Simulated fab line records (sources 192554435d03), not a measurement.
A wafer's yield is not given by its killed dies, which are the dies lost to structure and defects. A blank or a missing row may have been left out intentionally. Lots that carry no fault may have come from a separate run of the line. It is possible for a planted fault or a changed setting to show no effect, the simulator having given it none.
Matching of chambers | flow n5 finfet | N5_GATE_CUT_PECVD_57 on pecvd-01: 3 sister chambers
The step deposits SiNx from SiH4/NH3/N2, target thk 21 nm. 16 wafers are shown with their chamber, then 8 later ones without.

WAFERS WITH THEIR CHAMBER
wafer  | chamber | throttle valve pct (%) | showerhead plenum p Torr (Torr) | heater power w (W)
L074.1 | 2       | 36.1                   | 5.12                            | 869
L074.3 | 1       | 39.7                   | 5.09                            | 767
L074.6 | 1       | 39.6                   | 5.10                            | 764
L076.2 | 2       | 36.2                   | 5.13                            | 918
L076.3 | 2       | 36.2                   | 5.14                            | 909
L076.6 | 1       | 40.0                   | 5.09                            | 862
L077.3 | 2       | 36.0                   | 5.13                            | 871
L077.4 | 1       | 39.7                   | 5.09                            | 898
L077.6 | 2       | 36.2                   | 5.13                            | 832
L078.1 | 2       | 35.9                   | 5.14                            | 879
L078.3 | 1       | 39.8                   | 5.11                            | 893
L078.5 | 0       | 39.0                   | 5.13                            | 900
L081.4 | 0       | 39.0                   | 5.13                            | 875
L081.5 | 2       | 36.4                   | 5.13                            | 898
L081.6 | 1       | 40.0                   | 5.11                            | 883
L091.2 | 1       | 39.4                   | 5.10                            | 792

SIGNATURES (averages over the wafers above)
reading                  | chamber 0 | chamber 1 | chamber 2 | scatter within a chamber
throttle valve pct       | 39.000    | 39.743    | 36.143    | 0.183
showerhead plenum p Torr | 5.1300    | 5.0986    | 5.1314    | 0.0077
heater power w           | 887.50    | 837.00    | 882.29    | 45.8
Rule: for a wafer and a chamber, the distance is found by dividing, reading by reading, the gap between the wafer's reading and the chamber's mean by the reading's scatter, squaring, summing and taking the root. If the next closest chamber is less than 2 further off than the closest, the wafer can't be placed; otherwise it belongs to the closest. The scatter: the root of (the sum of the squares of (reading less its chamber's mean) over the shown wafers, divided by (wafers less chambers)).

WAFERS WITHOUT THEIR CHAMBER
wafer  | throttle valve pct (%) | showerhead plenum p Torr (Torr) | heater power w (W)
L091.5 | 39.6                   | 5.13                            | 906
L091.6 | 39.9                   | 5.11                            | 804
L092.1 | 39.4                   | 5.14                            | 797
L092.4 | 39.5                   | 5.15                            | 770
L092.6 | 36.7                   | 5.14                            | 850
L095.1 | 36.7                   | 5.12                            | 856
L095.2 | 39.7                   | 5.15                            | 857
L095.4 | 36.5                   | 5.13                            | 891

WHICH CHAMBER EACH WENT THROUGH
wafer  | from the rows above     | in truth
L091.5 | can't be placed: 0 or 1 | 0
L091.6 | 1                       | 1
L092.1 | 0                       | 0
L092.4 | 0                       | 0
L092.6 | 2                       | 2
L095.1 | 2                       | 2
L095.2 | 0                       | 0
L095.4 | 2                       | 2
Placed correctly: 7 of 8. Cannot be placed on the basis of these rows: 1; the candidates contain the true chamber in 1. Number placed wrongly: 0.
